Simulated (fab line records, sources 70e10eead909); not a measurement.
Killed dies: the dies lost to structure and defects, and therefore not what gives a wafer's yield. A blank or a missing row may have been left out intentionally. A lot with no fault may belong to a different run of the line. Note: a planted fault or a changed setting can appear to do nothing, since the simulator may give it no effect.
fab line records    flow nandHarc
[record] lots = 13  wafers = 38  lastDay = 24
route steps=1159 shown A_STAIRCASE@595
lots untouched by any fault: they come from a run of this same line in which no faults occurred
startH: the number of hours between the record's first day and the start of the first shown wafer of the lot    waitH: hours since the lot's step before    " identical to the entry in the row above    L1.1+2: one row covering several wafers at once    - no value, or no start was given    * or withheld: withheld    < > ~ a bound
route shown NAME@n: a module of which the file shows steps, and the number in the route of the first    usual: the fault-free wafers' mean and standard deviation    same: alike in all rows    chamber/n: place in a boat    sites: per-site readings    _std_site: standard deviation of those values    _edge_site: outer sites' mean less inner sites'    radiusMm: how far each site lies from the wafer's centre    mask NAME#n: copy n    behind: the tool/chamber that last shaped the wafer    hold: why the lot was held/for how many hours/how that ended    device: the n, p or np transistor that did not switch    end of line: the tests these same wafers got at the end of their route    where a step has no rows: the recipe by itself    killed: at the first sort, the dies lost to defects and structure; wafer yield is something else    map: shows each die of a wafer: x if killed, . if not, _ if none is there
set.NAME: the run value of the setting; set.NAME@STEP: its run value at that earlier step    model.NAME: the simulator's own value behind a step, which no gauge read
one table for each step of the route and one row for each wafer, over a sample of lots
services: a tool's chamber out of use, with start hour (startH, from the record's first day; less than 0 if before it), hours out, and reason
[[steps]]
[step NHARC_A_STAIRCASE_ETCH_201]
[recipe] targetDepthA = 1000  timeS = 40.5  ionEnergyEv = 400  c4f8FlowSccm = 20  o2FlowSccm = 10  arFlowSccm = withheld  rfW = 600  biasW = 1000  chemistry = C4F8/O2
[usual] oesProductAu = 0.941/0.012  rfVppV = 894/5.4
lot.wafer  tool        chamber  startH  waitH  oesProductAu  rfHoursCounterH  rfVppV
L695.4     rieDiel-04  0        -       -      0.917         19               888
L695.2     "           2        "       "      0.921         47               893
L695.6     "           0        "       "      0.921         -                889
L697.3     rieDiel-12  3        -       -      0.933         15               902
L697.2     "           2        "       "      0.936         13               896
L697.5     "           3        "       "      0.927         -                900
L696.3     rieDiel-04  2        -       -      0.948         50               894
L696.1     "           0        "       "      0.951         22               889
L696.6     "           1        "       "      0.958         -                892
L699.3     rieDiel-04  2        -       -      0.940         55               893
L699.5     "           2        "       "      0.948         -                894
L699.6     "           3        "       "      0.947         -                900
L698.1     rieDiel-11  0        -       -      0.963         28               887
L698.3     "           2        "       "      0.937         29               900
L698.5     "           0        "       "      0.954         -                887
L702.4     rieDiel-11  1        -       -      0.969         35               890
L702.6     "           0        "       "      0.962         -                887
L702.5     "           1        "       "      0.960         -                887
L701.1     rieDiel-12  3        -       -      0.943         23               900
L701.6     "           1        "       "      0.951         -                892
L701.5     "           2        "       "      0.955         -                895
L704.2     rieDiel-11  0        -       -      0.936         40               887
L704.3     "           1        "       "      0.945         41               888
L704.4     "           2        "       "      0.941         41               902
L703.3     rieDiel-12  1        -       -      0.928         27               891
L703.4     "           2        "       "      0.935         28               896
L703.6     "           1        "       "      0.925         -                889
L710.3     rieDiel-11  2        -       -      0.954         53               901
L710.4     "           3        "       "      0.950         52               905
L710.5     "           1        "       "      0.969         -                890
L705.3     rieDiel-04  1        -       -      0.975         7                891
L705.2     "           2        "       "      0.949         12               892
L705.4     "           3        "       "      0.946         14               900
L709.1     rieDiel-04  3        -       -      0.930         16               901
L709.3     "           0        "       "      0.942         15               888
L709.6     "           1        "       "      0.937         -                891
L716.2     rieDiel-04  0        -       -      0.946         33               889
L716.4     "           0        "       "      0.941         -                887
[step NHARC_A_STAIRCASE_ETCH_223]
[recipe] targetDepthA = 1000  timeS = 40.5  ionEnergyEv = 400  c4f8FlowSccm = 20  o2FlowSccm = 10  arFlowSccm = withheld  rfW = 600  biasW = 1000  chemistry = C4F8/O2
[usual] oesProductAu = 0.943/0.0093  rfVppV = 894/5.5
lot.wafer  tool        chamber  startH  waitH  oesProductAu  rfHoursCounterH  rfVppV
L695.4     rieDiel-04  1        -       -      0.949         45               891
L695.2     "           3        "       "      0.932         47               901
L695.6     "           1        "       "      0.945         -                891
L697.2     rieDiel-04  0        -       -      0.940         22               888
L697.3     "           1        "       "      0.965         47               891
L697.5     "           3        "       "      0.943         -                901
L696.3     rieDiel-04  3        -       -      0.934         50               900
L696.1     "           1        "       "      0.944         48               891
L696.6     "           3        "       "      0.934         -                900
L699.3     rieDiel-11  1        -       -      0.950         30               889
L699.5     "           0        "       "      0.950         -                888
L699.6     "           1        "       "      0.958         -                890
L698.1     rieDiel-04  2        -       -      0.939         56               893
L698.3     "           3        "       "      0.942         54               900
L698.5     "           2        "       "      0.945         -                894
L702.4     rieDiel-11  2        -       -      0.934         35               902
L702.6     "           1        "       "      0.927         -                891
L702.5     "           2        "       "      0.933         -                902
L701.1     rieDiel-11  2        -       -      0.930         35               901
L701.5     "           1        "       "      0.933         -                891
L701.6     "           2        "       "      0.936         -                902
L703.3     rieDiel-12  2        -       -      0.938         28               896
L703.4     "           3        "       "      0.942         29               900
L703.6     "           0        "       "      0.943         -                897
L704.2     rieDiel-04  2        -       -      0.939         3                894
L704.3     "           3        "       "      0.933         3                900
L704.4     "           2        "       "      0.929         -                893
L710.4     rieDiel-04  2        -       -      0.948         12               893
L710.3     "           3        "       "      0.945         14               899
L710.5     "           1        "       "      0.956         -                892
L705.2     rieDiel-04  2        -       -      0.941         13               892
L705.4     "           3        "       "      0.946         15               901
L705.3     "           0        "       "      0.936         14               889
L709.3     rieDiel-04  1        -       -      0.942         10               891
L709.1     "           2        "       "      0.924         15               892
L709.6     "           0        "       "      0.947         -                887
L716.2     rieDiel-11  2        -       -      0.951         4                901
L716.4     "           3        "       "      0.958         2                904
[step NHARC_A_STAIRCASE_ETCH_225]
[recipe] targetDepthA = 1000  timeS = 40.5  ionEnergyEv = 400  c4f8FlowSccm = 20  o2FlowSccm = 10  arFlowSccm = withheld  rfW = 600  biasW = 1000  chemistry = C4F8/O2
[usual] oesProductAu = 0.944/0.0093  rfVppV = 894/5.8
lot.wafer  tool        chamber  startH  waitH  oesProductAu  rfHoursCounterH  rfVppV
L695.4     rieDiel-04  0        246.39  -      0.957         20               888
L695.2     "           1        "       "      0.959         45               891
L695.6     "           3        "       "      0.940         -                902
L697.2     rieDiel-04  2        254.98  -      0.967         51               893
L697.3     "           1        "       "      0.953         47               892
L697.5     "           2        "       "      0.961         -                893
L696.1     rieDiel-04  1        256.05  -      0.938         48               891
L696.3     "           0        "       "      0.937         23               889
L696.6     "           2        "       "      0.937         -                894
L699.3     rieDiel-11  0        266.49  -      0.961         29               889
L699.6     "           0        "       "      0.953         -                888
L699.5     "           1        "       "      0.955         -                891
L698.1     rieDiel-04  3        267.59  -      0.947         54               901
L698.3     "           1        "       "      0.944         53               892
L698.5     "           3        "       "      0.941         -                900
L702.4     rieDiel-11  2        282.24  -      0.930         35               904
L702.6     "           2        "       "      0.934         -                901
L702.5     "           3        "       "      0.940         -                905
L701.1     rieDiel-11  1        282.44  -      0.940         36               890
L701.6     "           0        "       "      0.942         -                887
L701.5     "           1        "       "      0.942         -                888
L703.3     rieDiel-12  3        302.08  -      0.941         30               901
L703.4     "           1        "       "      0.951         27               889
L703.6     "           3        "       "      0.931         -                900
L704.3     rieDiel-04  0        303.70  -      0.933         3                887
L704.2     "           2        "       "      0.929         3                894
L704.4     "           0        "       "      0.950         -                889
L710.4     rieDiel-04  2        332.49  -      0.939         13               892
L710.3     "           3        "       "      0.951         14               900
L710.5     "           0        "       "      0.950         -                888
L705.2     rieDiel-04  0        333.41  -      0.931         14               888
L705.3     "           1        "       "      0.946         8                891
L705.4     "           2        "       "      0.932         13               894
L709.1     rieDiel-04  2        337.69  -      0.952         15               893
L709.3     "           0        "       "      0.946         16               888
L709.6     "           1        "       "      0.946         -                891
L716.4     rieDiel-11  3        388.39  -      0.806         3                904
L716.2     "           2        "       "      0.944         5                901
[step NHARC_A_STAIRCASE_TRIM_231]
[recipe] timeS = 211.2  o2FlowSccm = 500  arFlowSccm = 0  biasW = 0  chemistry = O2
[usual] drypumpMotorCurrentA = 5.6/0.5  oesProductAu = 1.002/0.0086  rfVppV = 57.6/0.98  showerheadPlenumPTorr = 3.48/0.14  throttleValvePct = 17.037/0.009
lot.wafer  tool        chamber  startH  waitH  drypumpMotorCurrentA  oesProductAu  rfHoursCounterH  rfVppV  showerheadPlenumPTorr  throttleValvePct
L695.4     rieDiel-04  3        -       -      5.3                   1.001         48               57.7    3.66                   17.035
L695.2     "           0        "       "      5.0                   1.023         21               56.3    3.33                   17.045
L695.6     "           2        "       "      5.7                   1.007         -                56.4    3.46                   17.047
L697.2     rieDiel-04  0        -       -      5.1                   1.012         23               57.5    3.33                   17.048
L697.3     "           2        "       "      5.7                   0.998         51               56.1    3.46                   17.040
L697.5     "           0        "       "      5.0                   1.007         -                57.3    3.33                   17.045
L696.3     rieDiel-04  0        -       -      5.1                   1.008         24               56.1    3.33                   17.027
L696.1     "           1        "       "      6.2                   1.006         48               56.0    3.41                   17.029
L696.6     "           2        "       "      5.7                   0.998         -                57.0    3.46                   17.024
L699.3     rieDiel-12  2        -       -      5.8                   1.003         17               59.5    3.53                   17.046
L699.5     "           2        "       "      5.8                   1.002         -                57.9    3.53                   17.041
L699.6     "           3        "       "      6.0                   1.000         -                58.3    3.66                   17.023
L698.3     rieDiel-04  1        -       -      6.2                   0.997         53               57.0    3.41                   17.030
L698.1     "           3        "       "      5.3                   1.008         54               58.8    3.66                   17.025
L698.5     "           1        "       "      6.2                   1.013         -                55.9    3.40                   17.049
L702.4     rieDiel-04  0        -       -      5.0                   1.015         35               55.3    3.32                   17.039
L702.6     "           1        "       "      6.2                   1.009         -                57.9    3.40                   17.045
L702.5     "           2        "       "      5.7                   1.001         -                57.4    3.45                   17.034
L701.1     rieDiel-11  2        -       -      4.8                   1.006         36               59.9    3.69                   17.037
L701.6     "           0        "       "      5.1                   1.000         -                56.5    3.30                   17.029
L701.5     "           1        "       "      6.4                   1.015         -                57.7    3.36                   17.030
L703.3     rieDiel-12  0        -       -      5.8                   1.007         29               57.8    3.52                   17.043
L703.4     "           1        "       "      5.0                   0.993         28               56.3    3.36                   17.025
L703.6     "           3        "       "      5.9                   1.000         -                57.5    3.65                   17.037
L704.2     rieDiel-04  2        -       -      5.7                   0.981         4                57.6    3.45                   17.061
L704.3     "           3        "       "      5.3                   1.007         4                59.2    3.65                   17.039
L704.4     "           2        "       "      5.7                   0.986         -                56.8    3.45                   17.046
L710.4     rieDiel-04  0        -       -      5.0                   1.008         14               58.4    3.32                   17.029
L710.3     "           1        "       "      6.2                   1.000         8                58.3    3.40                   17.031
L710.5     "           0        "       "      5.0                   0.996         -                57.1    3.32                   17.035
L705.4     rieDiel-04  3        -       -      5.3                   0.993         15               56.6    3.65                   17.027
L705.3     "           0        "       "      5.0                   0.999         15               57.1    3.32                   17.020
L705.2     "           2        "       "      5.7                   0.996         14               57.0    3.44                   17.041
L709.1     rieDiel-04  0        -       -      5.0                   0.999         16               58.6    3.31                   17.038
L709.3     "           3        "       "      5.3                   1.005         17               56.5    3.65                   17.023
L709.6     "           1        "       "      6.2                   1.008         -                58.3    3.39                   17.054
L716.4     rieDiel-12  1        -       -      5.0                   0.988         0                58.2    3.34                   17.035
L716.2     "           3        "       "      5.9                   1.005         0                58.2    3.64                   17.033
[[services]]
tool        chamber  startH  hours  kind
rieDiel-04  -        222.71  1.2    repair
rieDiel-04  0        243.71  -      clean
rieDiel-04  1        243.71  -      clean
rieDiel-04  2        243.71  -      clean
rieDiel-04  3        243.71  -      clean
rieDiel-04  0        268.25  -      clean
rieDiel-04  1        268.25  -      clean
rieDiel-04  2        268.25  -      clean
rieDiel-04  3        268.25  -      clean
rieDiel-04  -        288.90  9.0    pm
rieDiel-04  0        288.90  9.0    ventCycle
rieDiel-04  1        288.90  18.3   ventCycle
rieDiel-04  2        288.90  9.0    ventCycle
rieDiel-04  3        288.90  9.0    ventCycle
rieDiel-04  0        297.90  -      clean
rieDiel-04  2        297.90  -      clean
rieDiel-04  3        297.90  -      clean
rieDiel-04  0        323.25  -      clean
rieDiel-04  1        323.25  -      clean
rieDiel-04  2        362.65  7.9    repair
rieDiel-11  2        363.14  3.9    repair
rieDiel-11  -        366.82  9.0    pm
rieDiel-12  -        379.69  9.0    pm
rieDiel-04  3        381.53  3.7    repair
[[key]]
[firstSign] step = NHARC_A_STAIRCASE_ETCH_225  reading = oesProductAu  direction = down  sigmas = 15  usual = 0.944  struck = 0.806
effect none on later readings
metAt NHARC_A_STAIRCASE_ETCH_225
struckLots L716
struckWafers L716.4
laterRowsLeftOut L716.4
sortLeftOut L716.4
testerLeftOut L716
notActingAt NHARC_A_STAIRCASE_ETCH_201,NHARC_A_STAIRCASE_ETCH_223,NHARC_A_STAIRCASE_TRIM_231
onsetBetween 282.44 388.39
[fault] kind = processParameterDrift  tool = rieDiel-11  chamber = -  onsetH = 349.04  steps = NHARC_A_STAIRCASE_ETCH_225  channel = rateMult  offset = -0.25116  shape = step  endH = 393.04  scope = struckWafersOnly
// testerLeftOut: of these lots the tester's yield and bins aren't shown, on N5 and GAA mostly nor the transistor test; their killed dies are dies lost to structure and defects alone, not to doping, threshold or leakage, so they don't give the yield
// sortLeftOut: the simulated sort isn't trusted on such a fault, so these wafers' sort isn't shown, and their yield isn't known
// laterRowsLeftOut: the simulator's readings of these wafers behind a module that went badly wrong aren't trusted and aren't shown, but for the sort
